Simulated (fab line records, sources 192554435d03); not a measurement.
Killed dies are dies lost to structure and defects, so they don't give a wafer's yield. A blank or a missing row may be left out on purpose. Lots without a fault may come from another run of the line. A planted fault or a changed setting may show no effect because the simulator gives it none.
fab line records | flow n5_finfet
record lots=24 wafers=72 last_day=20
route steps=1938 shown BEOL_M3@972
lots that met no fault: from a run of the same line without faults
start_h: hours from the record's first day to the start of the lot's first wafer shown | wait_h: hours since the lot's step before | " the same as in the row above | L1.1+2: a row that stands for several wafers | - no value, or no start given | * or withheld: withheld | < > ~ a bound
route shown NAME@n: a module of which the file shows steps, and the number in the route of the first | usual: mean/standard deviation of fault-free wafers | same: alike in all rows | chamber/n: place in a boat | sites: the reading at each site | _std_site: their standard deviation | _edge_site: outer sites' mean less inner sites' | radius_mm: how far each site lies from the wafer's centre | mask NAME#n: copy n | behind: the tool/chamber that last shaped the wafer | hold: why the lot was held/for how many hours/how that ended | device: the transistor (n, p or np) that didn't switch | end of line: the same wafers' tests at the end of the route | a step without rows: its recipe alone | killed: dies lost to structure and defects at the first sort, not the wafer's yield | map: a wafer's dies, x killed, . not, _ none there
set.NAME: the setting as run; set.NAME@STEP: as run at that earlier step | model.NAME: the simulator's own value behind a step, which no gauge read
steps of the route over a sample of lots; a table a step, a row a wafer
services: from which hour (start_h, from the record's first day; less than 0 if before it) a tool's chamber was out of use, for how many hours, and why
## steps
# step N5_BEOL_M3_ALD_98
# recipe material=SiO2 target_thk_a=25 temp_c=100 ald_precursor_family=BDEAS ald_co_reactant=O2-plasma pulse_time_s=1 co_reactant_pulse_time_s=1 purge_time_s=2 co_reactant_purge_time_s=2 ald_cycles=17 pressure_torr=2
# usual heater_power_w=77/8.1 precursor_pulse_height_rel=0.999/0.022
# same co_reactant_purge_time_s=2
# columns lot.wafer tool chamber start_h wait_h heater_power_w precursor_pulse_height_rel
L074.1 ald_sin-03 3 153.08 0.5 72 0.990
L074.3 " 2 " " 70 0.984
L074.5 " 2 " " 70 0.990
L075.1 ald_sin-02 3 165.92 0.1 88 0.985
L075.5 " 2 " " 86 1.028
L075.6 " 1 " " 63 1.017
L077.2 ald_sin-02 3 178.02 0.1 83 1.004
L077.5 " 1 " " 62 0.980
L077.6 " 2 " " 86 1.009
L076.1 ald_sin-02 2 179.04 0.1 85 1.005
L076.3 " 0 " " 78 1.037
L076.4 " 3 " " 88 0.999
L078.2 ald_sin-02 1 197.97 0.1 61 1.010
L078.3 " 0 " " 79 1.010
L078.6 " 1 " " 62 0.975
L079.1 ald_sin-01 2 217.39 0.4 87 0.983
L079.5 " 3 " " 75 1.019
L079.6 " 0 " " 71 0.980
L083.1 ald_sin-02 0 242.54 0.1 76 1.007
L083.4 " 1 " " 63 0.989
L083.5 " 3 " " 89 1.030
L082.2 ald_sin-02 0 244.90 0.1 78 0.988
L082.3 " 3 " " 85 0.973
L082.6 " 1 " " 62 0.975
L081.4 ald_sin-02 2 244.99 0.1 88 0.997
L081.5 " 2 " " 88 0.995
L081.6 " 3 " " 86 0.952
L084.1 ald_sin-01 1 245.18 0.1 79 0.972
L084.3 " 3 " " 74 1.030
L084.5 " 1 " " 80 0.999
L080.1 ald_sin-03 1 254.33 0.1 71 1.006
L080.4 " 3 " " 74 1.029
L080.6 " 2 " " 69 0.965
L086.3 ald_sin-03 0 255.81 0.1 83 0.997
L086.4 " 1 " " 71 1.012
L086.5 " 1 " " 71 0.977
L085.4 ald_sin-03 3 259.02 0.3 72 1.022
L085.5 " 1 " " 71 1.026
L085.6 " 0 " " 86 0.995
L087.2 ald_sin-03 0 259.16 0.1 86 1.005
L087.4 " 1 " " 72 0.987
L087.6 " 0 " " 85 0.998
L089.2 ald_sin-01 3 265.24 0.1 76 0.994
L089.3 " 0 " " 71 0.985
L089.5 " 1 " " 81 0.962
L088.3 ald_sin-01 0 269.79 0.9 74 1.031
L088.5 " 1 " " 79 0.977
L088.6 " 0 " " 71 1.012
L093.1 ald_sin-01 2 273.15 0.1 83 0.996
L093.2 " 1 " " 81 1.031
L093.4 " 3 " " 74 0.983
L090.1 ald_sin-02 1 284.61 0.1 62 1.007
L090.4 " 3 " " 88 1.020
L090.6 " 3 " " 85 1.020
L092.3 ald_sin-01 1 288.31 0.1 82 1.022
L092.5 " 0 " " 71 1.002
L092.6 " 3 " " 74 0.958
L091.1 ald_sin-02 0 289.29 0.1 81 1.009
L091.2 " 1 " " 60 1.013
L091.6 " 0 " " 77 1.014
L094.2 ald_sin-03 0 294.68 0.1 84 1.032
L094.3 " 2 " " 70 1.018
L094.6 " 1 " " 73 0.959
L095.2 ald_sin-01 0 297.62 0.1 72 0.953
L095.5 " 1 " " 83 0.968
L095.6 " 2 " " 85 1.034
L097.2 ald_sin-01 3 297.72 0.1 73 0.981
L097.3 " 0 " " 71 1.004
L097.5 " 2 " " 86 1.033
L096.1 ald_sin-02 2 309.05 0.1 89 1.049
L096.2 " 1 " " 62 0.996
L096.4 " 3 " " 88 0.979
# step N5_BEOL_M3_ETCH_70
# recipe chemistry=N2/H2 target=SOC target_depth_a=800 overetch_a=160 mask_material=SiARC temp_c=40 time_s=120 ion_energy_ev=200 pressure_mtorr=30 source_w=840 bias_w=150 n2_flow_sccm=200 h2_flow_sccm=200
# usual drypump_motor_current_A=5.6/0.36 oes_product_au=0.60/0.067 rf_vpp_V=523.2/3 showerhead_plenum_p_Torr=2.52/0.1 throttle_valve_pct=17.86/0.26
# same time_s=120
# columns lot.wafer tool chamber start_h wait_h drypump_motor_current_A oes_product_au rf_hours_counter_h rf_vpp_V showerhead_plenum_p_Torr throttle_valve_pct
L075.1 rie_diel-02 2 190.47 0.0 6.1 0.58 148 526.5 2.65 17.58
L075.5 " 1 " " 5.8 0.71 - 526.2 2.60 17.72
L075.6 " 0 " " 5.1 0.58 - 526.2 2.64 17.57
L076.1 rie_diel-02 3 208.61 0.0 5.1 0.60 116 519.5 2.35 17.70
L076.3 " 1 " " 5.8 0.71 14 525.0 2.60 17.72
L076.4 " 2 " " 6.1 0.58 153 528.5 2.65 17.59
L074.1 rie_diel-06 2 208.64 0.0 6.1 0.52 227 520.6 2.41 17.84
L074.3 " 0 " " 5.9 0.56 195 520.4 2.42 18.12
L074.5 " 1 " " 5.6 0.70 - 522.4 2.49 17.89
L077.2 rie_diel-06 3 223.91 0.0 5.7 0.53 227 524.2 2.50 18.29
L077.5 " 0 " " 5.9 0.56 - 521.9 2.42 18.14
L077.6 " 3 " " 5.7 0.53 - 523.1 2.50 18.31
L078.2 rie_diel-02 1 231.81 0.0 5.8 0.70 18 523.2 2.60 17.72
L078.3 " 0 " " 5.1 0.56 186 525.7 2.64 17.57
L078.6 " 3 " " 5.1 0.60 - 519.7 2.35 17.73
L083.1 rie_diel-02 2 243.04 0.0 6.1 0.57 161 526.4 2.65 17.60
L083.4 " 3 " " 5.2 0.60 125 517.5 2.34 17.72
L083.5 " 0 " " 5.1 0.57 - 526.3 2.63 17.58
L079.1 rie_diel-02 1 248.23 0.0 5.8 0.70 23 526.0 2.60 17.72
L079.5 " 0 " " 5.1 0.57 - 526.6 2.63 17.59
L079.6 " 2 " " 6.1 0.57 - 527.3 2.65 17.61
L081.4 rie_diel-02 2 254.24 0.0 6.1 0.57 165 526.3 2.65 17.59
L081.5 " 3 " " 5.1 0.60 - 517.9 2.34 17.71
L081.6 " 0 " " 5.1 0.57 - 526.7 2.63 17.60
L084.1 rie_diel-02 1 262.50 0.0 5.8 0.68 28 525.5 2.60 17.75
L084.3 " 2 " " 6.1 0.57 167 526.4 2.65 17.61
L084.5 " 2 " " 6.1 0.57 - 525.8 2.65 17.62
L085.4 rie_diel-02 2 266.66 0.0 6.1 0.57 169 526.6 2.64 17.62
L085.5 " 3 " " 5.2 0.59 - 517.5 2.34 17.73
L085.6 " 0 " " 5.1 0.56 - 525.6 2.63 17.60
L082.2 rie_diel-06 2 267.14 0.0 6.1 0.52 240 518.4 2.40 17.86
L082.3 " 3 " " 5.7 0.51 241 522.9 2.50 18.33
L082.6 " 2 " " 6.1 0.52 - 519.6 2.40 17.86
L080.1 rie_diel-06 1 271.70 0.0 5.6 0.68 36 524.2 2.48 17.92
L080.4 " 2 " " 6.1 0.52 241 518.5 2.40 17.86
L080.6 " 1 " " 5.6 0.67 - 523.0 2.48 17.92
L087.2 rie_diel-05 0 277.83 0.0 5.9 0.72 20 521.6 2.50 17.81
L087.4 " 2 " " 5.2 0.57 173 520.2 2.44 18.47
L087.6 " 3 " " 5.7 0.70 - 524.1 2.60 17.88
L086.3 rie_diel-06 2 291.10 0.0 6.1 0.52 246 518.2 2.40 17.87
L086.4 " 0 " " 5.9 0.55 217 519.4 2.42 18.18
L086.5 " 2 " " 6.1 0.52 - 519.5 2.40 17.87
L089.2 rie_diel-06 3 292.06 0.0 5.7 0.52 247 523.2 2.50 18.34
L089.3 " 0 " " 5.9 0.55 218 520.8 2.42 18.18
L089.5 " 3 " " 5.7 0.52 - 523.4 2.50 18.35
L088.3 rie_diel-05 2 292.16 0.0 5.2 0.56 177 519.9 2.44 18.51
L088.5 " 0 " " 5.9 0.71 - 524.1 2.49 17.83
L088.6 " 3 " " 5.7 0.70 - 525.7 2.60 17.91
L093.1 rie_diel-02 3 295.59 0.0 5.1 0.58 137 518.2 2.34 17.73
L093.2 " 1 " " 5.9 0.67 37 525.5 2.59 17.75
L093.4 " 2 " " 6.1 0.56 176 526.6 2.64 17.61
L090.1 rie_diel-05 0 298.57 0.0 5.9 0.70 27 521.7 2.49 17.82
L090.4 " 2 " " 5.2 0.56 - 521.9 2.44 18.50
L090.6 " 0 " " 5.9 0.71 - 522.8 2.49 17.83
L092.3 rie_diel-05 1 302.68 0.0 5.4 0.55 183 523.7 2.53 17.76
L092.5 " 1 " " 5.4 0.55 - 524.9 2.53 17.73
L092.6 " 0 " " 5.9 0.71 - 521.5 2.49 17.83
L091.1 rie_diel-06 1 309.06 0.0 5.6 0.66 46 522.1 2.48 17.95
L091.2 " 3 " " 5.7 0.52 251 523.3 2.49 18.34
L091.6 " 1 " " 5.6 0.65 - 522.4 2.48 17.94
L094.2 rie_diel-02 2 316.22 0.0 6.1 0.56 182 528.5 2.64 17.63
L094.3 " 3 " " 5.2 0.58 143 518.4 2.34 17.75
L094.6 " 1 " " 5.9 0.67 - 525.0 2.59 17.76
L095.2 rie_diel-02 1 319.93 0.0 5.8 0.67 41 526.4 2.59 17.76
L095.5 " 3 " " 5.1 0.58 - 516.9 2.34 17.76
L095.6 " 2 " " 6.1 0.56 - 526.8 2.64 17.64
L097.2 rie_diel-05 0 320.08 0.0 5.9 0.70 33 523.1 2.49 17.83
L097.3 " 3 " " 5.7 0.68 25 523.6 2.60 17.93
L097.5 " 1 " " 5.3 0.55 - 523.7 2.53 17.75
L096.1 rie_diel-06 1 325.80 0.0 5.6 0.66 52 521.8 2.48 17.94
L096.2 " 0 " " 5.9 0.54 229 521.0 2.41 18.19
L096.4 " 0 " " 5.9 0.53 - 519.8 2.41 18.18
# step N5_BEOL_M3_DEGAS_44
# recipe ambient=vacuum temp_c=250 time_s=60
# usual heater_power_w=326/44
# same time_s=60
# columns lot.wafer tool chamber start_h wait_h heater_power_w
L075.1 pvd_sputter-02 - 191.43 0.5 325
L075.5 " - " " 409
L075.6 " - " " 285
L076.1 pvd_sputter-02 - 209.19 0.1 329
L076.3 " - " " 399
L076.4 " - " " 272
L074.1 pvd_sputter-01 - 209.50 0.3 341
L074.3 " - " " 337
L074.5 " - " " 336
L077.2 pvd_sputter-01 - 224.51 0.1 331
L077.5 " - " " 342
L077.6 " - " " 280
L078.2 pvd_sputter-02 - 232.75 0.4 401
L078.3 " - " " 333
L078.6 " - " " 270
L083.1 pvd_sputter-03 - 244.12 0.6 364
L083.4 " - " " 346
L083.5 " - " " 386
L079.1 pvd_sputter-02 - 249.45 0.7 407
L079.5 " - " " 402
L079.6 " - " " 281
L081.4 pvd_sputter-03 - 255.30 0.5 334
L081.5 " - " " 330
L081.6 " - " " 313
L084.1 pvd_sputter-02 - 263.71 0.7 401
L084.3 " - " " 326
L084.5 " - " " 395
L085.4 pvd_sputter-02 - 267.46 0.3 280
L085.5 " - " " 412
L085.6 " - " " 325
L082.2 pvd_sputter-03 - 267.69 0.0 337
L082.3 " - " " 394
L082.6 " - " " 392
L080.1 pvd_sputter-01 - 272.35 0.1 288
L080.4 " - " " 336
L080.6 " - " " 335
L087.2 pvd_sputter-03 - 278.66 0.3 386
L087.4 " - " " 317
L087.6 " - " " 334
L086.3 pvd_sputter-01 - 292.17 0.6 345
L086.4 " - " " 276
L086.5 " - " " 273
L089.2 pvd_sputter-01 - 292.66 0.1 285
L089.3 " - " " 335
L089.5 " - " " 287
L088.3 pvd_sputter-02 - 295.55 2.9 280
L088.5 " - " " 327
L088.6 " - " " 264
L093.1 pvd_sputter-03 - 296.68 0.6 314
L093.2 " - " " 335
L093.4 " - " " 374
L090.1 pvd_sputter-03 - 299.74 0.7 332
L090.4 " - " " 314
L090.6 " - " " 375
L092.3 pvd_sputter-01 - 303.32 0.0 281
L092.5 " - " " 332
L092.6 " - " " 284
L091.1 pvd_sputter-02 - 309.84 0.3 269
L091.2 " - " " 325
L091.6 " - " " 323
L094.2 pvd_sputter-01 - 316.77 0.0 334
L094.3 " - " " 275
L094.6 " - " " 341
L095.2 pvd_sputter-02 - 320.85 0.4 282
L095.5 " - " " 264
L095.6 " - " " 281
L097.2 pvd_sputter-02 - 321.05 0.5 399
L097.3 " - " " 283
L097.5 " - " " 267
L096.1 pvd_sputter-03 - 326.34 0.0 316
L096.2 " - " " 393
L096.4 " - " " 338
# step N5_BEOL_M3_PRE_CLEAN_45
# recipe gas=H2/He time_s=30 temp_c=250
# usual heater_power_w=327/45
# same time_s=30
# columns lot.wafer tool chamber start_h wait_h heater_power_w
L075.1 pvd_sputter-02 - 191.47 0.0 329
L075.5 " - " " 397
L075.6 " - " " 284
L076.1 pvd_sputter-02 - 209.23 0.0 326
L076.3 " - " " 400
L076.4 " - " " 265
L074.1 pvd_sputter-01 - 209.54 0.0 340
L074.3 " - " " 336
L074.5 " - " " 343
L077.2 pvd_sputter-01 - 224.55 0.0 335
L077.5 " - " " 337
L077.6 " - " " 277
L078.2 pvd_sputter-02 - 232.79 0.0 397
L078.3 " - " " 324
L078.6 " - " " 277
L083.1 pvd_sputter-03 - 244.16 0.0 372
L083.4 " - " " 340
L083.5 " - " " 378
L079.1 pvd_sputter-02 - 249.49 0.0 402
L079.5 " - " " 404
L079.6 " - " " 282
L081.4 pvd_sputter-03 - 255.34 0.0 341
L081.5 " - " " 328
L081.6 " - " " 314
L084.1 pvd_sputter-02 - 263.75 0.0 403
L084.3 " - " " 324
L084.5 " - " " 396
L085.4 pvd_sputter-02 - 267.50 0.0 284
L085.5 " - " " 398
L085.6 " - " " 332
L082.2 pvd_sputter-03 - 267.73 0.0 344
L082.3 " - " " 393
L082.6 " - " " 398
L080.1 pvd_sputter-01 - 272.39 0.0 287
L080.4 " - " " 334
L080.6 " - " " 343
L087.2 pvd_sputter-03 - 278.70 0.0 383
L087.4 " - " " 317
L087.6 " - " " 333
L086.3 pvd_sputter-01 - 292.21 0.0 343
L086.4 " - " " 272
L086.5 " - " " 279
L089.2 pvd_sputter-01 - 292.70 0.0 286
L089.3 " - " " 340
L089.5 " - " " 284
L088.3 pvd_sputter-02 - 295.59 0.0 286
L088.5 " - " " 325
L088.6 " - " " 272
L093.1 pvd_sputter-03 - 296.72 0.0 314
L093.2 " - " " 334
L093.4 " - " " 371
L090.1 pvd_sputter-03 - 299.78 0.0 339
L090.4 " - " " 308
L090.6 " - " " 393
L092.3 pvd_sputter-01 - 303.36 0.0 282
L092.5 " - " " 343
L092.6 " - " " 279
L091.1 pvd_sputter-02 - 309.88 0.0 268
L091.2 " - " " 324
L091.6 " - " " 334
L094.2 pvd_sputter-01 - 316.81 0.0 333
L094.3 " - " " 271
L094.6 " - " " 335
L095.2 pvd_sputter-02 - 320.89 0.0 275
L095.5 " - " " 274
L095.6 " - " " 276
L097.2 pvd_sputter-02 - 321.09 0.0 399
L097.3 " - " " 277
L097.5 " - " " 270
L096.1 pvd_sputter-03 - 326.38 0.0 311
L096.2 " - " " 397
L096.4 " - " " 333
# step N5_BEOL_M3_ANNEAL_93
# recipe temp_c=400 time_s=240 ambient=vacuum
# usual heater_power_w=808/100 susceptor_temp_C_max=401.0/0.35
# same time_s=240
# columns lot.wafer tool chamber start_h wait_h heater_power_w susceptor_temp_C_max
L075.1 pvd_sputter-02 - 195.28 0.0 1002 401.0
L075.5 " - " " 816 401.4
L075.6 " - " " 677 400.9
L074.1 pvd_sputter-02 - 213.67 0.0 1008 400.6
L074.3 " - " " 818 401.6
L074.5 " - " " 797 401.4
L076.1 pvd_sputter-01 - 215.97 0.0 857 400.8
L076.3 " - " " 668 400.6
L076.4 " - " " 710 400.4
L077.2 pvd_sputter-01 - 226.68 0.0 689 400.4
L077.5 " - " " 702 400.5
L077.6 " - " " 831 401.6
L078.2 pvd_sputter-02 - 234.85 0.0 827 401.1
L078.3 " - " " 693 400.8
L078.6 " - " " 821 401.2
L083.1 pvd_sputter-03 - 248.26 0.0 765 401.1
L083.4 " - " " 923 401.2
L083.5 " - " " 939 401.6
L079.1 pvd_sputter-03 - 251.58 0.0 917 401.5
L079.5 " - " " 966 401.6
L079.6 " - " " 952 401.2
L081.4 pvd_sputter-03 - 258.80 0.0 784 401.2
L081.5 " - " " 768 401.2
L081.6 " - " " 829 401.0
L084.1 pvd_sputter-01 - 266.37 0.0 844 401.0
L084.3 " - " " 847 400.7
L084.5 " - " " 688 401.0
L085.4 pvd_sputter-01 - 269.89 0.0 690 400.6
L085.5 " - " " 832 401.1
L085.6 " - " " 691 400.8
L082.2 pvd_sputter-01 - 271.73 0.0 695 400.7
L082.3 " - " " 712 400.3
L082.6 " - " " 693 400.6
L080.1 pvd_sputter-03 - 274.36 0.0 929 401.6
L080.4 " - " " 848 400.9
L080.6 " - " " 950 401.2
L087.2 pvd_sputter-01 - 280.89 0.0 827 401.3
L087.4 " - " " 843 400.7
L087.6 " - " " 835 400.6
L086.3 pvd_sputter-01 - 294.26 0.0 708 400.7
L086.4 " - " " 832 401.6
L086.5 " - " " 853 400.8
L089.2 pvd_sputter-01 - 296.10 0.0 680 400.9
L089.3 " - " " 852 400.9
L089.5 " - " " 829 401.3
L088.3 pvd_sputter-02 - 297.53 0.0 804 400.8
L088.5 " - " " 685 401.7
L088.6 " - " " 699 400.4
L093.1 pvd_sputter-03 - 298.66 0.0 837 401.6
L093.2 " - " " 763 401.1
L093.4 " - " " 974 400.8
L090.1 pvd_sputter-03 - 301.84 0.0 845 400.8
L090.4 " - " " 959 401.1
L090.6 " - " " 757 401.0
L092.3 pvd_sputter-01 - 307.08 0.0 852 400.7
L092.5 " - " " 843 401.0
L092.6 " - " " 669 400.6
L091.1 pvd_sputter-01 - 311.90 0.0 831 400.9
L091.2 " - " " 695 400.4
L091.6 " - " " 827 400.7
L094.2 pvd_sputter-01 - 318.80 0.0 851 401.0
L094.3 " - " " 679 401.1
L094.6 " - " " 685 400.4
L095.2 pvd_sputter-03 - 323.06 0.0 773 401.0
L095.5 " - " " 796 400.8
L095.6 " - " " 948 401.2
L097.2 pvd_sputter-03 - 324.90 0.0 956 400.9
L097.3 " - " " 758 400.8
L097.5 " - " " 936 401.7
L096.1 pvd_sputter-02 - 328.57 0.0 801 401.3
L096.2 " - " " 679 401.0
L096.4 " - " " 1000 401.0
# step N5_BEOL_M3_CO_CAP_55
# recipe material=Co target_thk_a=20 temp_c=200 precursor=CCTBA/H2 pressure_torr=30 time_s=102.1
# usual heater_power_w=221/15
# same time_s=102.1
# columns lot.wafer tool chamber start_h wait_h heater_power_w
L075.1 cvd_co-01 2 196.51 0.0 228
L075.5 " 2 " " 230
L075.6 " 0 " " 217
L074.1 cvd_co-01 1 214.89 0.0 194
L074.3 " 0 " " 227
L074.5 " 2 " " 228
L076.1 cvd_co-01 1 217.19 0.0 194
L076.3 " 0 " " 231
L076.4 " 0 " " 225
L077.2 cvd_co-02 2 227.90 0.0 231
L077.5 " 1 " " 237
L077.6 " 2 " " 232
L078.2 cvd_co-01 0 236.07 0.0 217
L078.3 " 1 " " 192
L078.6 " 1 " " 187
L083.1 cvd_co-02 1 249.48 0.0 231
L083.4 " 2 " " 226
L083.5 " 1 " " 241
L079.1 cvd_co-01 0 252.80 0.0 213
L079.5 " 0 " " 221
L079.6 " 2 " " 236
L081.4 cvd_co-01 1 260.06 0.0 193
L081.5 " 0 " " 218
L081.6 " 2 " " 231
L084.1 cvd_co-02 2 267.78 0.0 222
L084.3 " 0 " " 214
L084.5 " 1 " " 237
L085.4 cvd_co-02 0 271.15 0.0 210
L085.5 " 1 " " 235
L085.6 " 2 " " 231
L082.2 cvd_co-02 1 273.32 0.0 231
L082.3 " 0 " " 209
L082.6 " 0 " " 217
L080.1 cvd_co-02 0 275.74 0.0 210
L080.4 " 2 " " 231
L080.6 " 0 " " 212
L087.2 cvd_co-02 1 282.19 0.0 235
L087.4 " 2 " " 235
L087.6 " 1 " " 242
L086.3 cvd_co-01 1 295.50 0.0 196
L086.4 " 2 " " 239
L086.5 " 0 " " 223
L089.2 cvd_co-01 2 297.40 0.0 235
L089.3 " 1 " " 193
L089.5 " 2 " " 238
L088.3 cvd_co-02 1 298.75 0.0 235
L088.5 " 1 " " 242
L088.6 " 2 " " 228
L093.1 cvd_co-01 1 299.89 0.0 195
L093.2 " 2 " " 233
L093.4 " 0 " " 222
L090.1 cvd_co-01 0 303.07 0.0 223
L090.4 " 2 " " 233
L090.6 " 0 " " 223
L092.3 cvd_co-01 2 308.31 0.0 232
L092.5 " 2 " " 231
L092.6 " 1 " " 193
L091.1 cvd_co-01 2 313.28 0.0 237
L091.2 " 0 " " 220
L091.6 " 2 " " 226
L094.2 cvd_co-01 0 320.02 0.0 222
L094.3 " 2 " " 233
L094.6 " 2 " " 233
L095.2 cvd_co-02 1 324.28 0.0 238
L095.5 " 2 " " 230
L095.6 " 1 " " 244
L097.2 cvd_co-02 1 326.12 0.0 238
L097.3 " 2 " " 232
L097.5 " 0 " " 209
L096.1 cvd_co-02 0 329.80 0.0 215
L096.2 " 1 " " 238
L096.4 " 0 " " 208
## services
# columns tool chamber start_h hours kind
ald_sin-01 3 130.77 3.8 repair
pvd_sputter-03 - 135.06 96.7 repair
rie_diel-05 3 137.84 4.4 repair
ald_sin-02 1 147.00 15.9 repair
ald_sin-01 3 151.62 5.5 repair
ald_sin-01 3 162.58 5.4 repair
rie_diel-02 0 167.44 8.3 repair
ald_sin-01 0 168.02 19.7 repair
ald_sin-01 - 176.75 14.0 pm
rie_diel-05 - 180.15 0.6 repair
cvd_co-02 1 186.95 5.5 repair
ald_sin-02 2 198.98 3.5 repair
ald_sin-03 1 207.66 5.8 repair
ald_sin-03 0 214.54 3.8 repair
rie_diel-06 2 218.65 12.9 repair
ald_sin-01 - 231.21 1.0 repair
ald_sin-01 2 243.61 8.0 repair
rie_diel-02 3 245.31 7.2 repair
cvd_co-01 - 261.70 14.6 pm
ald_sin-01 2 273.97 2.2 repair
ald_sin-01 - 283.49 0.6 repair
rie_diel-02 1 304.26 7.9 repair
rie_diel-06 3 318.44 5.6 repair
ald_sin-02 - 329.51 2.8 pm
## key
fault none
